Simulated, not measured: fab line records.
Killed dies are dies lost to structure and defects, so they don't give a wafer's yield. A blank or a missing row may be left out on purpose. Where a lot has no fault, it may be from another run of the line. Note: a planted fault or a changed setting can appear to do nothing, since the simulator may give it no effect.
Split-lot experiment -- flow n5 finfet -- 21 wafers read from 7 lots, route of 1938 steps

== SPLIT DETAILS ==
At N5_WELL_APT_PEB_06 (peb time 90 s), the setting peb time s was moved away from the recipe's 90 s on 4 of the 21 wafers read, by -14.9% to +5.9%. This setting was run at the recipe's value on the other wafers.

== FROM THE SPLIT TO THE READING: what the file shows between them, 2 steps ==
- N5_WELL_APT_DEVELOP_07: develop time 45 s
- N5_WELL_APT_HARDBAKE_12: time 120 s

== THE READING ==
cd nm at N5_WELL_APT_CD_MEAS_08, given in nm (cd target 200 nm). A value of 199.8 nm with a standard deviation of 2 nm is what fault-free wafers of this fab line usually give.

wafer,"tool, chamber at the split","peb time s as run, s",against the recipe,"cd nm, nm",against lot-mates on the recipe
L076.4,"litho track-01, 0",90,recipe,199.0,-
L076.5,"litho track-01, 0",90,recipe,199.8,-
L076.6,"litho track-01, 0",90,recipe,200.8,-
L079.2,"litho track-05, 0",90,recipe,198.2,-
L079.3,"litho track-05, 0",95.33,+5.9%,205.6,+6.0
L079.4,"litho track-05, 0",90,recipe,200.9,-
L080.1,"litho track-02, 0",76.56,-14.9%,189.6,-8.5
L080.3,"litho track-02, 0",76.56,-14.9%,190.5,-7.6
L080.6,"litho track-02, 0",90,recipe,198.1,-
L084.1,"litho track-01, 0",90,recipe,200.4,-
L084.2,"litho track-01, 0",90,recipe,200.5,-
L084.4,"litho track-01, 0",90,recipe,202.9,-
L087.2,"litho track-01, 0",90,recipe,199.4,-
L087.3,"litho track-01, 0",90,recipe,199.4,-
L087.4,"litho track-01, 0",90,recipe,200.7,-
L088.3,"litho track-05, 0",90,recipe,205.7,-
L088.4,"litho track-05, 0",90,recipe,206.3,-
L088.5,"litho track-05, 0",84.38,-6.2%,202.0,-4.0
L092.1,"litho track-05, 0",90,recipe,202.6,-
L092.2,"litho track-05, 0",90,recipe,200.1,-
L092.3,"litho track-05, 0",90,recipe,201.9,-

FIT RESULTS
A straight line over all 21 wafers: cd nm changes by +0.68 nm for each +1% of peb time s; r = +0.81; the points scatter about the line by 2.5 nm.
The same after taking each lot's own level away (the mean of its wafers on the recipe; 21 wafers): +0.59 nm for each +1%; r = +0.94; scatter 1.1 nm.
The reading moves by 8.8 nm for the largest change in peb time s, on that fit.
From 198.10 to 206.00 nm: that is the span of the lots' own levels, equal to 4.0 times the standard deviation above.
In other words, the slope is changed by the lot-to-lot level; the two fits disagree.
Check: -8.72 nm against its lot-mates is what the line predicts for one of the wafers moved furthest among these (-14.9%) when that wafer is left out of the fit. It came out at -8.5 nm against them.

== OTHER SPLITS APPLIED TO THESE WAFERS ==
These wafers also went through other splits before the reading. Each is held against what the fit with the lots' levels taken away leaves over:
other split on the same wafers,wafers away from the commonest value,r with cd nm (lot level and that fit taken away)
N5_WELL_APT_COAT_02 spin rpm,5,+0.40

== THE WHOLE CHAIN: every reading that the file lists as answering this split, in the file's order ==
step,what it does,reading,change (the file's fit),r (the file's)
N5_WELL_APT_CD_MEAS_08,target cd 200 nm,cd nm,+0.613 nm for each +1% of the setting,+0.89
N5_WELL_APT_DESCUM_13,"chemistry O2, time 7.9 s","WELL_APT.cd nm (the simulator's own value, which no gauge read)",+0.608 nm for each +1% of the setting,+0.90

== THE FILE'S OWN FIT ==
cd nm changes by +0.613 nm for each +1% of peb time s, r = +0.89.
